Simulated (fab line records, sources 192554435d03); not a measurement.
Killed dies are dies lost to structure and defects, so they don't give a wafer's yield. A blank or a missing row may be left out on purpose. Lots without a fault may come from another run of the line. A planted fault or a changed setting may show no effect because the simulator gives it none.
Chamber matching | flow n5_finfet | N5_HKMG_FIN_ALD_71 on ald_metal-01: 4 sister chambers
The step deposits TiN, target thk 1 nm, pulse time 1 s, purge time 3 s. 4 wafers are shown with their chamber, then 7 later ones without.

WAFERS WITH THEIR CHAMBER
wafer  | chamber | heater_power_w (W)
L090.1 | 3       | 726
L090.5 | 1       | 813
L093.3 | 0       | 691
L093.5 | 2       | 976

WAFERS WITHOUT THEIR CHAMBER
wafer  | heater_power_w (W)
L093.6 | 831
L097.1 | 705
L097.2 | 719
L097.3 | 993
L097.4 | 822
L097.5 | 976
L097.6 | 731

WHICH CHAMBER EACH WENT THROUGH
wafer  | from the rows above     | in truth
L093.6 | 1                       | 1
L097.1 | can't be placed: 0 or 3 | 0
L097.2 | can't be placed: 3 or 0 | 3
L097.3 | 2                       | 2
L097.4 | 1                       | 1
L097.5 | 2                       | 2
L097.6 | 3                       | 3
Placed correctly: 5 of 7. Can't be placed from these rows: 2 (the true chamber is among the candidates in 2). Placed wrongly: 0.
How it was worked out, from the rows above alone: a wafer's distance from a chamber is the root of the sum, over the readings, of the square of ((its reading less the chamber's mean) divided by the reading's scatter). The wafer belongs to the nearest chamber; if the next one is less than 2 further off, it can't be placed. A chamber's mean is the mean of its shown wafers. The scatter: with one shown wafer a chamber, the root of the mean of the squares of how far each hidden wafer lies from its nearest shown one.
